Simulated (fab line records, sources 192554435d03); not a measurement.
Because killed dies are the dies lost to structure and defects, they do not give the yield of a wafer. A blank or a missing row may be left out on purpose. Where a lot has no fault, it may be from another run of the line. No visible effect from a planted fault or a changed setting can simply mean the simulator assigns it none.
fab line records    flow n5_finfet
record lots=24  wafers=72  last_day=17
route steps=1938 shown MOL_CONTACT_COAG@546 BEOL_M0_SAQP@649
lots that met no fault: from a run of the same line without faults
start_h: hours from the record's opening day to when the first of the lot's shown wafers began    wait_h: hours from the lot's prior step to this one    " the same as in the row above    L1.1+2: one row covering several wafers at once    - no value, or no start was given    * or withheld: withheld    < > ~ a bound
route shown NAME@n: a module of which the file shows steps, and the number in the route of the first    usual: the fault-free wafers' mean and standard deviation    same: alike in all rows    chamber/n: place in a boat    sites: the reading at each site    _std_site: the standard deviation of these    _edge_site: inner sites' mean taken away from outer sites' mean    radius_mm: how far each site lies from the wafer's centre    mask NAME#n: copy n    behind: the tool/chamber that last shaped the wafer    hold: what put the lot on hold/how long, in hours/how the hold closed    device: which transistor (n, p or np) failed to switch    end of line: tests run on the same wafers once the route is complete    a step with no rows: only its recipe    killed: dies that structure and defects cost at the first sort, which is not the same as the wafer's yield    map: the dies of a wafer, with x for killed, . for not killed, _ for no die there
set.NAME: setting as actually run; set.NAME@STEP: the setting as run at that earlier step    model.NAME: the simulator's own value behind a step, which no gauge read
a sample of lots followed through the steps of the route, with each step as a table and each wafer as a row
services: the hour from which a tool's chamber was out of use, counted from the record's first day as start_h (under 0 if before that day), plus the number of hours and why
## steps
# step N5_MOL_CONTACT_COAG_PRE_CLEAN_141
# recipe gas=H2/He  time_s=60  temp_c=300
# usual heater_power_w=452/28
# same time_s=60
lot.wafer  tool            chamber  start_h  wait_h  heater_power_w
L074.2     pvd_sputter-01  -        94.41    0.2     433
L074.3     "               -        "        "       394
L074.4     "               -        "        "       456
L075.1     pvd_sputter-02  -        98.05    1.1     481
L075.5     "               -        "        "       488
L075.6     "               -        "        "       446
L076.3     pvd_sputter-01  -        100.50   0.1     435
L076.4     "               -        "        "       479
L076.6     "               -        "        "       388
L077.3     pvd_sputter-02  -        109.72   1.0     456
L077.4     "               -        "        "       444
L077.6     "               -        "        "       445
L078.1     pvd_sputter-01  -        116.61   1.3     476
L078.5     "               -        "        "       438
L078.6     "               -        "        "       380
L079.2     pvd_sputter-01  -        124.82   0.6     447
L079.4     "               -        "        "       474
L079.6     "               -        "        "       387
L080.4     pvd_sputter-02  -        132.79   0.1     447
L080.5     "               -        "        "       481
L080.6     "               -        "        "       446
L081.1     pvd_sputter-01  -        133.03   0.4     446
L081.2     "               -        "        "       452
L081.5     "               -        "        "       434
L082.1     pvd_sputter-01  -        143.87   0.5     458
L082.3     "               -        "        "       476
L082.5     "               -        "        "       425
L083.1     pvd_sputter-01  -        144.70   0.3     440
L083.3     "               -        "        "       466
L083.5     "               -        "        "       469
L084.3     pvd_sputter-03  -        152.19   0.6     441
L084.4     "               -        "        "       484
L084.5     "               -        "        "       467
L085.1     pvd_sputter-02  -        159.47   0.9     438
L085.4     "               -        "        "       459
L085.5     "               -        "        "       454
L086.2     pvd_sputter-02  -        164.07   2.8     458
L086.5     "               -        "        "       450
L086.6     "               -        "        "       447
L087.1     pvd_sputter-03  -        168.57   0.4     465
L087.4     "               -        "        "       476
L087.5     "               -        "        "       486
L088.2     pvd_sputter-01  -        175.53   0.7     452
L088.4     "               -        "        "       461
L088.6     "               -        "        "       439
L089.2     pvd_sputter-03  -        179.71   0.5     463
L089.4     "               -        "        "       462
L089.6     "               -        "        "       460
L090.3     pvd_sputter-03  -        184.38   0.2     473
L090.5     "               -        "        "       480
L090.6     "               -        "        "       462
L091.1     pvd_sputter-02  -        191.46   0.9     434
L091.2     "               -        "        "       455
L091.6     "               -        "        "       455
L092.3     pvd_sputter-03  -        198.35   0.2     476
L092.4     "               -        "        "       484
L092.5     "               -        "        "       476
L093.2     pvd_sputter-02  -        204.35   1.3     471
L093.4     "               -        "        "       441
L093.5     "               -        "        "       447
L094.1     pvd_sputter-01  -        207.76   0.3     464
L094.2     "               -        "        "       444
L094.4     "               -        "        "       384
L095.1     pvd_sputter-03  -        214.70   0.9     490
L095.4     "               -        "        "       470
L095.5     "               -        "        "       478
L096.1     pvd_sputter-03  -        224.25   0.6     484
L096.2     "               -        "        "       486
L096.3     "               -        "        "       467
L097.1     pvd_sputter-01  -        231.66   1.4     428
L097.2     "               -        "        "       461
L097.6     "               -        "        "       394
# step N5_MOL_CONTACT_COAG_ALD_131
# recipe material=SiO2  target_thk_a=50  temp_c=100  ald_precursor_family=BDEAS  ald_co_reactant=O2-plasma  pulse_time_s=1  co_reactant_pulse_time_s=1  purge_time_s=2  co_reactant_purge_time_s=2  ald_cycles=35  pressure_torr=2
# usual heater_power_w=79/5  precursor_pulse_height_rel=0.999/0.02
# same ald_cycles=35
lot.wafer  tool        chamber  start_h  wait_h  heater_power_w  precursor_pulse_height_rel
L074.2     ald_sin-02  1        101.20   0.1     76              1.033
L074.3     "           2        "        "       82              0.941
L074.4     "           0        "        "       84              0.978
L075.1     ald_sin-02  3        104.89   0.1     73              1.027
L075.5     "           3        "        "       73              0.995
L075.6     "           2        "        "       81              1.032
L076.3     ald_sin-03  1        109.95   0.1     73              0.997
L076.4     "           2        "        "       81              1.022
L076.6     "           0        "        "       78              0.992
L077.3     ald_sin-04  1        118.22   0.1     91              0.999
L077.4     "           2        "        "       85              0.994
L077.6     "           1        "        "       93              0.962
L078.1     ald_sin-03  3        124.39   0.1     81              1.020
L078.5     "           3        "        "       82              0.975
L078.6     "           2        "        "       81              1.017
L079.2     ald_sin-02  3        133.95   0.1     73              1.013
L079.4     "           0        "        "       80              1.036
L079.6     "           3        "        "       74              1.008
L081.1     ald_sin-03  3        140.45   0.1     82              0.995
L081.2     "           2        "        "       82              1.000
L081.5     "           3        "        "       80              0.972
L080.4     ald_sin-02  3        140.81   0.1     73              0.986
L080.5     "           2        "        "       81              0.985
L080.6     "           1        "        "       76              0.998
L082.1     ald_sin-02  0        151.65   0.1     84              1.006
L082.3     "           3        "        "       72              0.988
L082.5     "           0        "        "       82              1.017
L083.1     ald_sin-03  1        152.43   0.1     70              0.985
L083.3     "           2        "        "       80              1.004
L083.5     "           0        "        "       81              1.014
L084.3     ald_sin-02  1        159.34   0.1     75              0.963
L084.4     "           3        "        "       72              0.977
L084.5     "           2        "        "       84              0.972
L085.1     ald_sin-02  2        168.23   0.1     83              0.997
L085.4     "           1        "        "       78              0.964
L085.5     "           2        "        "       84              0.994
L086.2     ald_sin-02  0        171.85   0.1     81              0.995
L086.5     "           1        "        "       76              1.007
L086.6     "           2        "        "       84              0.969
L087.1     ald_sin-04  0        178.57   0.1     74              0.984
L087.4     "           1        "        "       91              1.013
L087.5     "           0        "        "       77              0.954
L088.2     ald_sin-02  1        183.37   0.1     74              0.977
L088.4     "           1        "        "       76              1.013
L088.6     "           3        "        "       72              0.979
L089.2     ald_sin-04  2        187.73   0.2     82              0.998
L089.4     "           1        "        "       90              1.018
L089.6     "           3        "        "       77              1.007
L090.3     ald_sin-02  3        191.85   0.1     72              0.971
L090.5     "           2        "        "       83              0.992
L090.6     "           1        "        "       74              0.992
L091.1     ald_sin-04  1        198.52   0.1     94              1.008
L091.2     "           3        "        "       74              1.008
L091.6     "           3        "        "       77              1.020
L092.3     ald_sin-03  1        204.15   0.1     73              1.003
L092.4     "           2        "        "       81              1.006
L092.5     "           2        "        "       82              0.981
L093.2     ald_sin-03  2        211.67   0.1     79              0.970
L093.4     "           3        "        "       82              1.008
L093.5     "           1        "        "       73              1.006
L094.1     ald_sin-02  1        214.60   0.1     74              0.998
L094.2     "           3        "        "       71              1.013
L094.4     "           0        "        "       82              1.005
L095.1     ald_sin-02  1        220.82   0.1     75              1.004
L095.4     "           2        "        "       83              0.984
L095.5     "           1        "        "       76              0.990
L096.1     ald_sin-02  3        231.05   0.2     73              1.010
L096.2     "           1        "        "       74              0.995
L096.3     "           2        "        "       83              1.032
L097.1     ald_sin-02  2        239.16   0.1     84              1.005
L097.2     "           0        "        "       82              0.989
L097.6     "           0        "        "       81              1.038
# step N5_BEOL_M0_SAQP_CD_MEAS_14
# recipe target_cd_nm=42.5  landing_energy_ev=500  detector=se_inlens
# usual cd_nm=42.3/0.43
lot.wafer  tool       chamber  start_h  wait_h  cd_nm
L074.2     cd_sem-02  0        109.65   -       42.0
L074.3     "          0        "        "       41.8
L074.4     "          0        "        "       42.3
L075.1     cd_sem-01  0        114.06   -       42.1
L075.5     "          0        "        "       42.1
L075.6     "          0        "        "       42.4
L076.3     cd_sem-01  0        117.86   -       42.8
L076.4     "          0        "        "       42.9
L076.6     "          0        "        "       43.3
L077.3     cd_sem-03  0        127.01   -       41.7
L077.4     "          0        "        "       42.3
L077.6     "          0        "        "       42.0
L078.1     cd_sem-01  0        132.92   -       42.2
L078.5     "          0        "        "       42.4
L078.6     "          0        "        "       42.8
L079.2     cd_sem-02  0        141.01   -       42.1
L079.4     "          0        "        "       42.5
L079.6     "          0        "        "       42.6
L081.1     cd_sem-02  0        149.01   -       42.6
L081.2     "          0        "        "       42.5
L081.5     "          0        "        "       42.0
L080.4     cd_sem-02  0        151.90   -       42.5
L080.5     "          0        "        "       41.7
L080.6     "          0        "        "       43.0
L082.1     cd_sem-01  0        159.67   -       42.2
L082.3     "          0        "        "       42.7
L082.5     "          0        "        "       42.5
L083.1     cd_sem-01  0        161.90   -       42.6
L083.3     "          0        "        "       42.6
L083.5     "          0        "        "       42.7
L084.3     cd_sem-02  0        168.44   -       41.9
L084.4     "          0        "        "       42.0
L084.5     "          0        "        "       42.5
L085.1     cd_sem-02  0        175.75   -       42.8
L085.4     "          0        "        "       42.1
L085.5     "          0        "        "       42.7
L086.2     cd_sem-02  0        179.85   -       42.9
L086.5     "          0        "        "       42.1
L086.6     "          0        "        "       42.5
L087.1     cd_sem-03  0        187.74   -       42.4
L087.4     "          0        "        "       42.0
L087.5     "          0        "        "       41.5
L088.2     cd_sem-03  0        191.07   -       41.8
L088.4     "          0        "        "       41.7
L088.6     "          0        "        "       41.4
L089.2     cd_sem-01  0        196.05   -       42.4
L089.4     "          0        "        "       42.8
L089.6     "          0        "        "       42.0
L090.3     cd_sem-02  0        199.15   -       42.6
L090.5     "          0        "        "       42.4
L090.6     "          0        "        "       42.2
L091.1     cd_sem-03  0        206.64   -       42.1
L091.2     "          0        "        "       41.7
L091.6     "          0        "        "       42.0
L092.3     cd_sem-02  0        211.49   -       42.0
L092.4     "          0        "        "       42.5
L092.5     "          0        "        "       42.0
L093.2     cd_sem-01  0        219.68   -       42.4
L093.4     "          0        "        "       41.5
L093.5     "          0        "        "       42.4
L094.1     cd_sem-02  0        224.06   -       41.8
L094.2     "          0        "        "       42.1
L094.4     "          0        "        "       42.2
L095.1     cd_sem-03  0        227.99   -       42.6
L095.4     "          0        "        "       41.7
L095.5     "          0        "        "       42.6
L096.1     cd_sem-01  0        239.91   -       41.4
L096.2     "          0        "        "       41.2
L096.3     "          0        "        "       41.8
L097.1     cd_sem-02  0        249.06   -       42.4
L097.2     "          0        "        "       42.3
L097.6     "          0        "        "       42.2
# step N5_BEOL_M0_SAQP_INSPECT_16
# recipe mode=adi  inspect_instrument=brightfield
# usual raw_defect_count=481/130
lot.wafer  tool               chamber  start_h  wait_h  raw_defect_count
L074.2     defect_inspect-01  -        109.71   0.0     373
L074.3     "                  -        "        "       272
L074.4     "                  -        "        "       318
L075.1     defect_inspect-01  -        114.12   0.0     407
L075.5     "                  -        "        "       359
L075.6     "                  -        "        "       544
L076.3     defect_inspect-02  -        117.92   0.0     490
L076.4     "                  -        "        "       549
L076.6     "                  -        "        "       531
L077.3     defect_inspect-01  -        127.06   0.0     358
L077.4     "                  -        "        "       329
L077.6     "                  -        "        "       391
L078.1     defect_inspect-02  -        132.98   0.0     603
L078.5     "                  -        "        "       570
L078.6     "                  -        "        "       668
L079.2     defect_inspect-01  -        141.06   0.0     453
L079.4     "                  -        "        "       621
L079.6     "                  -        "        "       406
L081.1     defect_inspect-01  -        149.07   0.0     831
L081.2     "                  -        "        "       824
L081.5     "                  -        "        "       805
L080.4     defect_inspect-01  -        151.96   0.0     386
L080.5     "                  -        "        "       595
L080.6     "                  -        "        "       386
L082.1     defect_inspect-01  -        159.73   0.0     521
L082.3     "                  -        "        "       412
L082.5     "                  -        "        "       632
L083.1     defect_inspect-01  -        161.95   0.0     462
L083.3     "                  -        "        "       340
L083.5     "                  -        "        "       433
L084.3     defect_inspect-02  -        168.49   0.0     521
L084.4     "                  -        "        "       555
L084.5     "                  -        "        "       531
L085.1     defect_inspect-02  -        175.80   0.0     394
L085.4     "                  -        "        "       350
L085.5     "                  -        "        "       652
L086.2     defect_inspect-01  -        179.91   0.0     367
L086.5     "                  -        "        "       406
L086.6     "                  -        "        "       403
L087.1     defect_inspect-01  -        187.79   0.0     464
L087.4     "                  -        "        "       484
L087.5     "                  -        "        "       506
L088.2     defect_inspect-02  -        191.13   0.0     421
L088.4     "                  -        "        "       465
L088.6     "                  -        "        "       572
L089.2     defect_inspect-02  -        196.10   0.0     366
L089.4     "                  -        "        "       479
L089.6     "                  -        "        "       457
L090.3     defect_inspect-02  -        199.20   0.0     476
L090.5     "                  -        "        "       437
L090.6     "                  -        "        "       461
L091.1     defect_inspect-02  -        206.70   0.0     511
L091.2     "                  -        "        "       631
L091.6     "                  -        "        "       436
L092.3     defect_inspect-01  -        211.54   0.0     378
L092.4     "                  -        "        "       449
L092.5     "                  -        "        "       380
L093.2     defect_inspect-01  -        219.74   0.0     510
L093.4     "                  -        "        "       603
L093.5     "                  -        "        "       500
L094.1     defect_inspect-02  -        224.11   0.0     533
L094.2     "                  -        "        "       486
L094.4     "                  -        "        "       575
L095.1     defect_inspect-01  -        228.05   0.0     382
L095.4     "                  -        "        "       309
L095.5     "                  -        "        "       541
L096.1     defect_inspect-02  -        239.97   0.0     604
L096.2     "                  -        "        "       714
L096.3     "                  -        "        "       475
L097.1     defect_inspect-01  -        249.11   0.0     588
L097.2     "                  -        "        "       365
L097.6     "                  -        "        "       366
# step N5_BEOL_M0_SAQP_ETCH_101
# recipe chemistry=CH3F/O2  target=SiNx  mask_material=SiO2  target_depth_a=299  time_s=42.7  pressure_mtorr=30  source_w=395  bias_w=73  Ar_flow_sccm=150  CH3F_flow_sccm=30  O2_flow_sccm=20  ion_energy_ev=120
# usual drypump_motor_current_A=5.8/0.48  oes_product_au=0.79/0.07  rf_vpp_V=300/6.5  showerhead_plenum_p_Torr=1.99/0.04  throttle_valve_pct=16.25/0.2
# same time_s=42.7
lot.wafer  tool         chamber  start_h  wait_h  drypump_motor_current_A  oes_product_au  rf_hours_counter_h  rf_vpp_V  showerhead_plenum_p_Torr  throttle_valve_pct
L074.2     rie_diel-03  3        111.76   0.0     6.6                      0.85            66                  295       2.01                      16.01
L074.3     "            2        "        "       5.7                      0.72            210                 295       2.06                      16.42
L074.4     "            2        "        "       5.7                      0.73            -                   295       2.06                      16.42
L075.1     rie_diel-03  2        115.79   0.0     5.7                      0.71            212                 297       2.06                      16.42
L075.5     "            2        "        "       5.7                      0.72            -                   296       2.06                      16.42
L075.6     "            0        "        "       5.3                      0.86            -                   306       1.95                      16.24
L076.3     rie_diel-03  2        119.55   0.0     5.8                      0.71            214                 297       2.06                      16.42
L076.4     "            2        "        "       5.8                      0.72            -                   295       2.06                      16.42
L076.6     "            3        "        "       6.6                      0.84            -                   294       2.01                      16.02
L077.3     rie_diel-03  1        128.92   0.3     4.8                      0.98            0                   306       2.05                      16.07
L077.4     "            0        "        "       5.3                      0.86            63                  306       1.95                      16.24
L077.6     "            3        "        "       6.6                      0.83            -                   294       2.01                      16.03
L078.1     rie_diel-03  3        134.61   0.0     6.6                      0.83            74                  294       2.01                      16.02
L078.5     "            0        "        "       5.3                      0.86            -                   306       1.95                      16.24
L078.6     "            3        "        "       6.6                      0.83            -                   294       2.01                      16.02
L079.2     rie_diel-05  1        143.63   0.0     5.7                      0.74            150                 290       2.06                      16.12
L079.4     "            0        "        "       5.9                      0.71            -                   305       1.98                      16.41
L079.6     "            1        "        "       5.6                      0.75            -                   290       2.06                      16.11
L081.1     rie_diel-05  0        151.01   0.0     5.8                      0.71            216                 304       1.98                      16.41
L081.2     "            1        "        "       5.6                      0.75            152                 290       2.06                      16.15
L081.5     "            2        "        "       5.9                      0.83            -                   289       2.02                      16.10
L080.4     rie_diel-05  3        153.98   0.0     6.4                      0.83            77                  298       1.96                      16.52
L080.5     "            1        "        "       5.7                      0.76            -                   290       2.06                      16.12
L080.6     "            2        "        "       5.9                      0.83            -                   288       2.02                      16.10
L082.1     rie_diel-03  1        161.65   0.0     4.8                      0.92            11                  306       2.04                      16.10
L082.3     "            3        "        "       6.6                      0.82            82                  295       2.00                      16.03
L082.5     "            0        "        "       5.3                      0.85            -                   307       1.95                      16.26
L083.1     rie_diel-05  3        163.59   0.0     6.4                      0.83            79                  297       1.96                      16.54
L083.3     "            2        "        "       5.9                      0.83            92                  288       2.02                      16.09
L083.5     "            0        "        "       5.9                      0.70            -                   305       1.98                      16.39
L084.3     rie_diel-02  0        170.54   0.0     5.4                      0.91            44                  309       1.97                      15.86
L084.4     "            1        "        "       5.7                      0.81            89                  297       1.94                      16.24
L084.5     "            0        "        "       5.4                      0.90            -                   307       1.97                      15.88
L085.1     rie_diel-05  3        178.07   0.0     6.4                      0.82            82                  299       1.96                      16.54
L085.4     "            2        "        "       5.9                      0.82            96                  289       2.02                      16.11
L085.5     "            0        "        "       5.8                      0.71            -                   303       1.98                      16.41
L086.2     rie_diel-02  3        184.42   0.0     5.4                      0.76            163                 306       1.97                      16.46
L086.5     "            0        "        "       5.4                      0.90            -                   309       1.96                      15.90
L086.6     "            1        "        "       5.7                      0.82            -                   300       1.94                      16.24
L087.1     rie_diel-03  1        191.59   0.1     4.8                      0.90            20                  307       2.04                      16.11
L087.4     "            3        "        "       6.7                      0.82            -                   295       2.00                      16.06
L087.5     "            1        "        "       4.8                      0.92            -                   307       2.04                      16.12
L088.2     rie_diel-02  2        193.18   0.0     6.4                      0.71            167                 297       2.00                      16.53
L088.4     "            0        "        "       5.4                      0.90            51                  308       1.96                      15.89
L088.6     "            0        "        "       5.4                      0.90            -                   310       1.96                      15.88
L089.2     rie_diel-05  1        197.93   0.2     5.6                      0.73            166                 290       2.06                      16.14
L089.4     "            2        "        "       5.9                      0.81            105                 290       2.01                      16.13
L089.6     "            0        "        "       5.8                      0.70            -                   302       1.97                      16.42
L090.3     rie_diel-02  3        200.90   0.0     5.4                      0.74            169                 308       1.97                      16.46
L090.5     "            2        "        "       6.4                      0.71            -                   300       1.99                      16.54
L090.6     "            3        "        "       5.4                      0.75            -                   307       1.97                      16.46
L091.1     rie_diel-02  2        208.54   0.0     6.4                      0.70            172                 299       1.99                      16.55
L091.2     "            3        "        "       5.4                      0.74            171                 306       1.97                      16.46
L091.6     "            1        "        "       5.7                      0.80            -                   298       1.94                      16.25
L092.3     rie_diel-02  3        213.17   0.0     5.4                      0.74            172                 307       1.97                      16.49
L092.4     "            0        "        "       5.4                      0.88            58                  307       1.96                      15.91
L092.5     "            1        "        "       5.7                      0.79            -                   299       1.94                      16.24
L093.2     rie_diel-02  0        221.59   0.2     5.4                      0.88            60                  307       1.96                      15.92
L093.4     "            2        "        "       6.4                      0.71            175                 299       1.99                      16.57
L093.5     "            0        "        "       5.4                      0.89            -                   308       1.96                      15.91
L094.1     rie_diel-05  0        226.05   0.0     5.8                      0.70            236                 305       1.97                      16.44
L094.2     "            1        "        "       5.7                      0.73            176                 289       2.05                      16.17
L094.4     "            1        "        "       5.7                      0.72            -                   291       2.05                      16.16
L095.1     rie_diel-02  0        229.68   0.0     5.4                      0.88            62                  309       1.96                      15.94
L095.4     "            2        "        "       6.5                      0.70            177                 299       1.99                      16.56
L095.5     "            2        "        "       6.4                      0.70            -                   299       1.99                      16.56
L096.1     rie_diel-03  0        242.76   0.0     5.3                      0.82            97                  306       1.94                      16.31
L096.2     "            3        "        "       6.6                      0.80            107                 294       2.00                      16.09
L096.3     "            2        "        "       5.7                      0.69            243                 297       2.05                      16.47
L097.1     rie_diel-05  1        251.24   0.4     5.7                      0.73            185                 291       2.05                      16.18
L097.2     "            0        "        "       5.8                      0.70            244                 302       1.97                      16.47
L097.6     "            3        "        "       6.4                      0.80            -                   298       1.95                      16.58
# step N5_BEOL_M0_SAQP_ETCH_106
# recipe chemistry=N2/H2  target=SOC  target_depth_a=1500  stop_on=SiNx  ion_energy_ev=100  bias_w=61  pressure_mtorr=30  source_w=850  n2_flow_sccm=200  h2_flow_sccm=200
# usual drypump_motor_current_A=5.7/0.59  oes_product_au=0.80/0.07  rf_vpp_V=240.7/1.2  showerhead_plenum_p_Torr=2.54/0.054  throttle_valve_pct=17.75/0.2
lot.wafer  tool         chamber  start_h  wait_h  drypump_motor_current_A  oes_product_au  rf_hours_counter_h  rf_vpp_V  showerhead_plenum_p_Torr  throttle_valve_pct
L074.2     rie_diel-03  0        112.51   -       5.3                      0.86            57                  239.4     2.48                      17.75
L074.3     "            3        "        "       6.7                      0.83            67                  240.5     2.58                      17.62
L074.4     "            3        "        "       6.7                      0.84            -                   241.2     2.58                      17.61
L075.1     rie_diel-03  0        116.68   -       5.3                      0.85            60                  239.1     2.48                      17.75
L075.5     "            2        "        "       5.7                      0.71            -                   242.9     2.61                      17.81
L075.6     "            3        "        "       6.7                      0.84            -                   239.8     2.58                      17.62
L076.3     rie_diel-02  2        120.22   -       6.4                      0.73            146                 242.7     2.53                      17.81
L076.4     "            1        "        "       5.7                      0.81            -                   239.6     2.46                      17.76
L076.6     "            2        "        "       6.4                      0.72            -                   241.3     2.53                      17.81
L077.3     rie_diel-02  1        129.59   -       5.7                      0.82            77                  239.7     2.46                      17.74
L077.4     "            0        "        "       5.4                      0.90            33                  239.6     2.51                      17.43
L077.6     "            0        "        "       5.4                      0.90            -                   240.2     2.51                      17.43
L078.1     rie_diel-03  1        135.37   -       4.8                      0.94            3                   242.9     2.62                      17.57
L078.5     "            1        "        "       4.8                      0.94            -                   241.9     2.62                      17.60
L078.6     "            2        "        "       5.8                      0.70            -                   241.4     2.61                      17.80
L079.2     rie_diel-03  3        144.30   -       6.6                      0.82            77                  239.8     2.57                      17.63
L079.4     "            0        "        "       5.3                      0.85            67                  239.3     2.48                      17.76
L079.6     "            3        "        "       6.6                      0.81            -                   241.5     2.57                      17.62
L081.1     rie_diel-03  3        151.68   -       6.6                      0.82            79                  241.5     2.57                      17.65
L081.2     "            1        "        "       4.8                      0.92            8                   242.8     2.61                      17.58
L081.5     "            3        "        "       6.7                      0.81            -                   242.9     2.57                      17.64
L080.4     rie_diel-02  0        154.65   -       5.4                      0.89            40                  239.6     2.51                      17.43
L080.5     "            0        "        "       5.4                      0.89            -                   240.2     2.51                      17.44
L080.6     "            3        "        "       5.4                      0.74            -                   240.5     2.57                      18.21
L082.1     rie_diel-03  2        162.32   -       5.7                      0.70            227                 241.7     2.61                      17.82
L082.3     "            1        "        "       4.7                      0.91            11                  242.4     2.61                      17.61
L082.5     "            2        "        "       5.7                      0.70            -                   241.5     2.61                      17.82
L083.1     rie_diel-05  1        164.26   -       5.6                      0.74            155                 243.4     2.62                      17.52
L083.3     "            0        "        "       5.8                      0.70            219                 240.3     2.51                      17.92
L083.5     "            2        "        "       5.9                      0.82            -                   241.9     2.55                      17.41
L084.3     rie_diel-03  0        171.21   -       5.3                      0.83            75                  239.0     2.47                      17.78
L084.4     "            2        "        "       5.7                      0.70            229                 242.3     2.60                      17.83
L084.5     "            3        "        "       6.6                      0.81            -                   241.3     2.57                      17.67
L085.1     rie_diel-03  1        178.93   -       4.8                      0.90            16                  241.0     2.61                      17.61
L085.4     "            3        "        "       6.7                      0.81            87                  241.5     2.57                      17.66
L085.5     "            1        "        "       4.8                      0.90            -                   240.7     2.61                      17.60
L086.2     rie_diel-03  3        185.81   -       6.7                      0.81            90                  241.8     2.57                      17.65
L086.5     "            1        "        "       4.8                      0.90            -                   240.5     2.61                      17.62
L086.6     "            0        "        "       5.3                      0.83            -                   240.4     2.47                      17.79
L087.1     rie_diel-03  3        192.25   -       6.7                      0.80            92                  242.4     2.57                      17.67
L087.4     "            0        "        "       5.3                      0.83            -                   239.5     2.47                      17.78
L087.5     "            1        "        "       4.8                      0.88            -                   241.3     2.61                      17.63
L088.2     rie_diel-03  3        193.84   -       6.6                      0.80            92                  242.1     2.57                      17.66
L088.4     "            0        "        "       5.3                      0.82            -                   239.4     2.47                      17.80
L088.6     "            3        "        "       6.6                      0.80            -                   241.4     2.57                      17.67
L089.2     rie_diel-02  3        198.80   -       5.4                      0.73            168                 240.2     2.56                      18.23
L089.4     "            1        "        "       5.7                      0.80            97                  240.4     2.45                      17.79
L089.6     "            0        "        "       5.4                      0.87            -                   239.8     2.50                      17.46
L090.3     rie_diel-02  2        201.57   -       6.4                      0.70            170                 240.9     2.52                      17.86
L090.5     "            1        "        "       5.7                      0.80            -                   239.0     2.45                      17.78
L090.6     "            0        "        "       5.4                      0.86            -                   241.0     2.50                      17.45
L091.1     rie_diel-05  3        209.21   -       6.4                      0.79            94                  240.0     2.48                      18.16
L091.2     "            0        "        "       5.9                      0.70            230                 240.5     2.50                      17.93
L091.6     "            0        "        "       5.9                      0.71            -                   238.8     2.50                      17.94
L092.3     rie_diel-02  1        213.84   -       5.7                      0.78            101                 239.7     2.45                      17.79
L092.4     "            3        "        "       5.4                      0.73            172                 242.1     2.56                      18.26
L092.5     "            0        "        "       5.4                      0.87            -                   240.2     2.50                      17.45
L093.2     rie_diel-05  3        222.25   -       6.4                      0.79            98                  239.3     2.48                      18.16
L093.4     "            1        "        "       5.6                      0.72            174                 240.2     2.61                      17.55
L093.5     "            0        "        "       5.8                      0.70            -                   240.5     2.50                      17.95
L094.1     rie_diel-02  3        226.71   -       5.4                      0.72            176                 240.1     2.56                      18.26
L094.2     "            0        "        "       5.4                      0.86            62                  239.6     2.50                      17.47
L094.4     "            1        "        "       5.7                      0.78            105                 240.3     2.45                      17.78
L095.1     rie_diel-03  3        230.35   -       6.6                      0.79            103                 242.1     2.56                      17.66
L095.4     "            2        "        "       5.7                      0.68            239                 241.8     2.60                      17.83
L095.5     "            2        "        "       5.8                      0.69            -                   241.1     2.60                      17.85
L096.1     rie_diel-03  3        243.43   -       6.6                      0.79            107                 241.9     2.56                      17.67
L096.2     "            1        "        "       4.8                      0.86            35                  241.8     2.60                      17.64
L096.3     "            2        "        "       5.8                      0.68            244                 242.2     2.60                      17.85
L097.1     rie_diel-03  1        252.10   -       4.8                      0.85            38                  241.5     2.60                      17.65
L097.2     "            0        "        "       5.3                      0.81            100                 240.5     2.46                      17.82
L097.6     "            2        "        "       5.7                      0.68            -                   241.7     2.60                      17.85
## services
tool            chamber  start_h  hours  kind
pvd_sputter-03  -        73.07    4.6    repair
ald_sin-03      2        73.47    9.4    repair
ald_sin-03      -        85.25    14.0   pm
rie_diel-02     -        89.59    0.7    repair
rie_diel-02     2        95.78    4.7    repair
rie_diel-02     3        97.68    4.5    repair
ald_sin-04      3        102.77   18.7   repair
rie_diel-03     1        109.14   -      clean
rie_diel-03     1        109.14   -      consumable_replace:focus_ring
rie_diel-03     1        109.14   17.6   scheduled_down
rie_diel-03     1        109.14   17.6   vent_cycle
rie_diel-02     3        119.31   7.9    repair
rie_diel-05     -        122.19   0.2    repair
rie_diel-05     3        129.67   16.7   repair
pvd_sputter-01  -        150.27   1.8    repair
ald_sin-02      0        151.84   12.4   repair
rie_diel-05     -        159.80   1.1    repair
rie_diel-03     2        189.48   14.7   repair
ald_sin-04      1        226.54   1.7    repair
ald_sin-04      3        231.17   16.1   repair
ald_sin-02      0        232.17   4.1    repair
ald_sin-02      3        238.06   6.4    repair
ald_sin-04      2        240.62   5.4    repair
rie_diel-02     -        249.58   2.8    pm
## key
fault none
